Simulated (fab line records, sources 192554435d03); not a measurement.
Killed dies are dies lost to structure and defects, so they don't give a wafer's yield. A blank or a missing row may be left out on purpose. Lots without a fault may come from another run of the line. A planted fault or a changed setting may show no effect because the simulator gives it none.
Which tool did it? | flow n5_finfet | 11 lots, 33 wafers sampled, at 5 steps of a route of 1938

WHAT THE GAUGES READ, wafer by wafer
N5_BEOL_M4_RC_MEAS_101.
lot  | measured     | on        | DIBL_N (mV/V)  | DIBL_P (mV/V)  | IOFF_N (nA/um) | IOFF_P (nA/um) | IOFF_P_LONG (nA/um)        | ION_N (uA/um) | ION_P (uA/um) | SS_N (mV/dec)  | SS_P (mV/dec)  | VT_N (mV)   | VT_N_LVT (mV) | VT_P (mV)      | VT_P_LONG (mV)
L714 | day 8 12:22  | prober-01 | 34.7 36.7 33.9 | 33.8 36.3 32.7 | 0.13 0.16 0.12 | 0.20 0.24 0.19 | 0.000122 0.000122 0.000125 | 653 672 667   | 456 469 468   | 71.5 71.4 71.0 | 72.0 73.8 72.1 | 255 249 252 | 100 97 101    | -250 -243 -246 | -270.9 -269.7 -268.7
L715 | day 8 21:15  | prober-02 | 34.6 33.6 33.5 | 36.4 35.3 35.5 | 0.13 0.13 0.13 | 0.19 0.17 0.18 | 0.000104 9.7e-05 0.000107  | 652 660 652   | 449 452 447   | 71.9 71.7 72.0 | 73.2 73.2 73.0 | 254 253 254 | 103 103 102   | -252 -253 -255 | -278.0 -280.3 -278.5
L717 | day 9 14:58  | prober-02 | 32.7 37.3 35.7 | 34.3 40.0 38.5 | 0.12 0.20 0.16 | 0.18 0.24 0.24 | 0.000108 0.000111 0.000108 | 656 677 663   | 455 459 461   | 70.9 72.3 71.7 | 72.2 74.3 74.3 | 252 247 253 | 103 97 101    | -249 -249 -247 | -272.3 -274.7 -276.6
L719 | day 9 23:16  | prober-02 | 41.4 38.8 39.2 | 41.8 39.1 39.7 | 0.26 0.19 0.20 | 0.29 0.24 0.24 | 0.000103 0.0001 0.000105   | 697 673 690   | 466 457 468   | 72.5 73.0 72.9 | 75.0 74.2 75.1 | 245 247 248 | 91 96 95      | -246 -249 -251 | -274.2 -276.8 -275.0
L721 | day 10 07:52 | prober-02 | 37.0 36.0 39.7 | 36.6 35.6 40.1 | 0.16 0.14 0.21 | 0.20 0.19 0.26 | 0.000102 0.000112 0.000103 | 669 663 700   | 457 460 473   | 72.0 71.0 72.0 | 73.2 72.6 74.0 | 254 255 246 | 100 100 94    | -252 -251 -249 | -278.2 -276.3 -275.2
L723 | day 10 17:22 | prober-01 | 34.2 34.1 37.7 | 34.9 35.2 39.4 | 0.13 0.14 0.21 | 0.20 0.20 0.29 | 0.000125 0.000111 0.000109 | 657 672 699   | 457 464 482   | 71.5 70.9 72.3 | 72.8 73.4 73.4 | 252 250 245 | 99 98 93      | -252 -248 -246 | -275.1 -273.3 -272.0
L724 | day 11 04:19 | prober-02 | 35.8 38.2 35.3 | 35.0 37.5 33.7 | 0.13 0.17 0.13 | 0.19 0.22 0.18 | 0.000105 9.8e-05 0.000112  | 662 672 662   | 459 463 464   | 71.5 72.1 71.2 | 73.2 73.5 72.7 | 253 249 252 | 102 98 101    | -253 -247 -252 | -276.3 -275.1 -276.0
L726 | day 11 20:52 | prober-02 | 40.2 38.9 38.6 | 39.5 37.9 36.6 | 0.21 0.18 0.17 | 0.29 0.24 0.22 | 0.000103 0.0001 9.7e-05    | 695 676 668   | 476 471 456   | 72.0 72.1 71.9 | 74.3 73.6 73.7 | 243 247 250 | 95 97 100     | -245 -248 -250 | -276.1 -276.8 -276.3
L730 | day 12 07:01 | prober-02 | 37.8 34.2 38.7 | 37.9 32.6 38.6 | 0.20 0.12 0.23 | 0.22 0.15 0.25 | 8.8e-05 0.0001 8.9e-05     | 691 660 700   | 461 448 463   | 71.4 71.2 72.4 | 74.0 72.5 74.3 | 245 254 243 | 95 103 93     | -252 -254 -251 | -279.8 -279.6 -279.7
L733 | day 12 22:44 | prober-01 | 35.0 34.7 37.3 | 32.2 32.7 37.0 | 0.12 0.12 0.17 | 0.08 0.09 0.12 | 7.2e-05 7.5e-05 8.2e-05    | 663 653 679   | 430 424 433   | 71.4 70.9 71.6 | 71.9 72.3 73.8 | 255 256 247 | 84 84 77      | -271 -269 -267 | -291.4 -292.7 -292.5
L736 | day 13 20:39 | prober-01 | 42.4 38.4 40.2 | 41.7 36.2 38.8 | 0.32 0.16 0.24 | 0.18 0.11 0.14 | 8.2e-05 7.2e-05 8.3e-05    | 699 661 685   | 445 430 440   | 73.6 71.6 72.3 | 74.3 73.0 73.6 | 242 252 243 | 69 80 73      | -258 -268 -262 | -293.1 -292.8 -292.7

N5_BEOL_M5_THK_MEAS_01.
lot  | measured     | on            | M5_ILD_THK (nm)
L714 | day 8 13:35  | film_metro-02 | 118.1 122.7 120.9
L715 | day 8 22:47  | film_metro-01 | 121.4 120.5 123.9
L717 | day 9 16:11  | film_metro-01 | 118.7 121.5 122.5
L719 | day 10 01:08 | film_metro-02 | 117.3 122.6 121.2
L721 | day 10 09:10 | film_metro-01 | 121.7 121.5 123.8
L723 | day 10 18:54 | film_metro-02 | 121.3 122.3 121.9
L724 | day 11 05:51 | film_metro-02 | 120.4 121.6 119.8
L726 | day 11 22:15 | film_metro-02 | 121.0 118.4 122.3
L730 | day 12 08:59 | film_metro-02 | 120.5 120.7 121.7
L733 | day 13 00:17 | film_metro-02 | 117.7 118.3 123.2
L736 | day 13 21:52 | film_metro-01 | 119.2 124.1 120.1

WHICH TOOL RAN EACH LOT (tool, then ch and the chambers of the sampled wafers, then the start)
lot  | N5_HKMG_FIN_RTA_80              | N5_BEOL_M4_ANNEAL_82         | N5_BEOL_M4_ANNEAL_89
L714 | rtp_anneal-01 ch 0, day 4 00:02 | pvd_sputter-02, day 8 09:43  | pvd_sputter-02, day 8 10:09
L715 | rtp_anneal-01 ch 0, day 4 09:50 | pvd_sputter-02, day 8 18:19  | pvd_sputter-02, day 8 18:45
L717 | rtp_anneal-02 ch 0, day 4 19:07 | pvd_sputter-01, day 9 12:18  | pvd_sputter-01, day 9 12:44
L719 | rtp_anneal-01 ch 0, day 5 08:10 | pvd_sputter-03, day 9 20:56  | pvd_sputter-03, day 9 21:22
L721 | rtp_anneal-01 ch 0, day 6 01:22 | pvd_sputter-03, day 10 05:14 | pvd_sputter-03, day 10 05:40
L723 | rtp_anneal-02 ch 0, day 6 12:16 | pvd_sputter-01, day 10 15:01 | pvd_sputter-01, day 10 15:28
L724 | rtp_anneal-02 ch 0, day 6 21:13 | pvd_sputter-03, day 11 01:53 | pvd_sputter-03, day 11 02:19
L726 | rtp_anneal-02 ch 0, day 7 05:01 | pvd_sputter-02, day 11 18:22 | pvd_sputter-02, day 11 18:48
L730 | rtp_anneal-01 ch 0, day 8 05:46 | pvd_sputter-01, day 12 04:39 | pvd_sputter-01, day 12 05:05
L733 | rtp_anneal-01 ch 0, day 8 21:21 | pvd_sputter-02, day 12 19:27 | pvd_sputter-02, day 12 19:53
L736 | rtp_anneal-01 ch 0, day 9 14:14 | pvd_sputter-02, day 13 17:45 | pvd_sputter-02, day 13 18:15
- N5_HKMG_FIN_RTA_80: time 2 s.
- N5_BEOL_M4_ANNEAL_82: time 240 s.
- N5_BEOL_M4_ANNEAL_89: time 240 s.

WHAT THE TOOLS THEMSELVES READ (means of the sampled wafers that have a number; where no wafer has one, the mark that the record gives instead)
N5_BEOL_M4_ANNEAL_82.
lot  | tool           | heater_power_w (W)
L714 | pvd_sputter-02 | 861
L715 | pvd_sputter-02 | 821
L717 | pvd_sputter-01 | 896
L719 | pvd_sputter-03 | 815
L721 | pvd_sputter-03 | 802
L723 | pvd_sputter-01 | 870
L724 | pvd_sputter-03 | 838
L726 | pvd_sputter-02 | 870
L730 | pvd_sputter-01 | 893
L733 | pvd_sputter-02 | 853
L736 | pvd_sputter-02 | 811

N5_BEOL_M4_ANNEAL_89.
lot  | tool           | heater_power_w (W)
L714 | pvd_sputter-02 | 849
L715 | pvd_sputter-02 | 820
L717 | pvd_sputter-01 | 889
L719 | pvd_sputter-03 | 818
L721 | pvd_sputter-03 | 806
L723 | pvd_sputter-01 | 851
L724 | pvd_sputter-03 | 826
L726 | pvd_sputter-02 | 833
L730 | pvd_sputter-01 | 901
L733 | pvd_sputter-02 | 856
L736 | pvd_sputter-02 | 810

THE ANSWER, worked out from the rows above alone
Rule: what is usual is taken from the lots themselves. Put in order of their means at a reading, lots are off if they are a third of the lots or fewer, leave a main group of 4 or more, and stand apart from it by a gap of 3 or more times the standard deviation of the main group's means; of several such gaps the widest counts. A main group whose means are all the same, to the digits that the tables above print for the reading, isn't used. A lot without any number at a reading at which 4 lots or more have one is off too. The other lots that the step has rows for count as sound. The gauges are gone through in route order, then the tools' own readings, and for those a lot's mean is taken as printed above. The first step at which some lot is off is used, and at that step the reading that is off furthest; a lot without a number counts as furthest.
Off: L733, L736, at N5_BEOL_M4_RC_MEAS_101 (VT_N_LVT). The main group: mean 98 mV, standard deviation 2.4.
A tool fits if, at a process step before that reading, it ran every lot that is off, and no sound lot after the first of them. The gauges at N5_BEOL_M4_RC_MEAS_101 are tried like those tools. Can't be told from this: 3 tools fit, rtp_anneal-01 at N5_HKMG_FIN_RTA_80, pvd_sputter-02 at N5_BEOL_M4_ANNEAL_82 and N5_BEOL_M4_ANNEAL_89, prober-01 at N5_BEOL_M4_RC_MEAS_101.

WHAT THE SIMULATOR HAD PUT IN
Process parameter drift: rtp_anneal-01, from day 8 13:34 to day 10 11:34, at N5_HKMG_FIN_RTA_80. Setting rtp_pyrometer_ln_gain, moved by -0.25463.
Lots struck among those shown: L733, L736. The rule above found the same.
